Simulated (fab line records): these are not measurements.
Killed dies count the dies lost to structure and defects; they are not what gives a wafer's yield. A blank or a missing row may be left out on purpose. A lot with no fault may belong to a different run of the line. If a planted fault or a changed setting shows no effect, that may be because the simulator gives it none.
Matching of chambers :: flow nand harc :: rie diel-08 running NHARC_P_BONDPAD_ACTIVATE_29: 4 sister chambers
The step chemistry N2, time 60 s. 8 wafers are shown with their chamber, then 10 later ones without.

## WAFERS WITH THEIR CHAMBER
wafer: L917.4
chamber: 3
drypump motor current A (A): 5.60
oes product au (a.u.): 0.990

wafer: L920.1
chamber: 3
drypump motor current A (A): 5.60
oes product au (a.u.): 1.004

wafer: L920.3
chamber: 0
drypump motor current A (A): 5.50
oes product au (a.u.): 1.006

wafer: L925.2
chamber: 0
drypump motor current A (A): 5.51
oes product au (a.u.): 1.003

wafer: L925.4
chamber: 2
drypump motor current A (A): 5.35
oes product au (a.u.): 1.011

wafer: L925.5
chamber: 1
drypump motor current A (A): 5.07
oes product au (a.u.): 0.994

wafer: L923.3
chamber: 2
drypump motor current A (A): 5.39
oes product au (a.u.): 0.999

wafer: L923.4
chamber: 1
drypump motor current A (A): 5.09
oes product au (a.u.): 0.986

## WAFERS WITHOUT THEIR CHAMBER
wafer: L923.5
drypump motor current A (A): 5.49
oes product au (a.u.): 0.995

wafer: L930.2
drypump motor current A (A): 5.40
oes product au (a.u.): 1.013

wafer: L930.3
drypump motor current A (A): 5.50
oes product au (a.u.): 0.995

wafer: L930.6
drypump motor current A (A): 5.37
oes product au (a.u.): 1.008

wafer: L932.3
drypump motor current A (A): 5.34
oes product au (a.u.): 1.015

wafer: L932.5
drypump motor current A (A): 5.08
oes product au (a.u.): 1.011

wafer: L932.6
drypump motor current A (A): 5.34
oes product au (a.u.): 1.018

wafer: L934.2
drypump motor current A (A): 5.60
oes product au (a.u.): 1.000

wafer: L934.3
drypump motor current A (A): 5.47
oes product au (a.u.): 1.002

wafer: L934.4
drypump motor current A (A): 5.09
oes product au (a.u.): 1.014

## WHICH CHAMBER EACH WENT THROUGH
wafer: L923.5
from the rows above: 0
in truth: 0

wafer: L930.2
from the rows above: 2
in truth: 2

wafer: L930.3
from the rows above: 0
in truth: 0

wafer: L930.6
from the rows above: 2
in truth: 2

wafer: L932.3
from the rows above: 2
in truth: 2

wafer: L932.5
from the rows above: 1
in truth: 1

wafer: L932.6
from the rows above: 2
in truth: 2

wafer: L934.2
from the rows above: 3
in truth: 3

wafer: L934.3
from the rows above: 0
in truth: 0

wafer: L934.4
from the rows above: 1
in truth: 1
Correct placement for 10 of the 10. Can't be placed from these rows: 0. Wrongly placed: 0.
How it was worked out, from the rows above alone: a wafer's distance from a chamber is the root of the sum, over the readings, of the square of ((its reading less the chamber's mean) divided by the reading's scatter). If the next closest chamber is less than 2 further off than the closest, the wafer can't be placed; otherwise it belongs to the closest. Each chamber's mean is taken over the wafers shown for it. How the scatter is found: for the shown wafers, subtract from each reading the mean of its chamber, square and add these, divide the total by (wafers less chambers), then take the root.
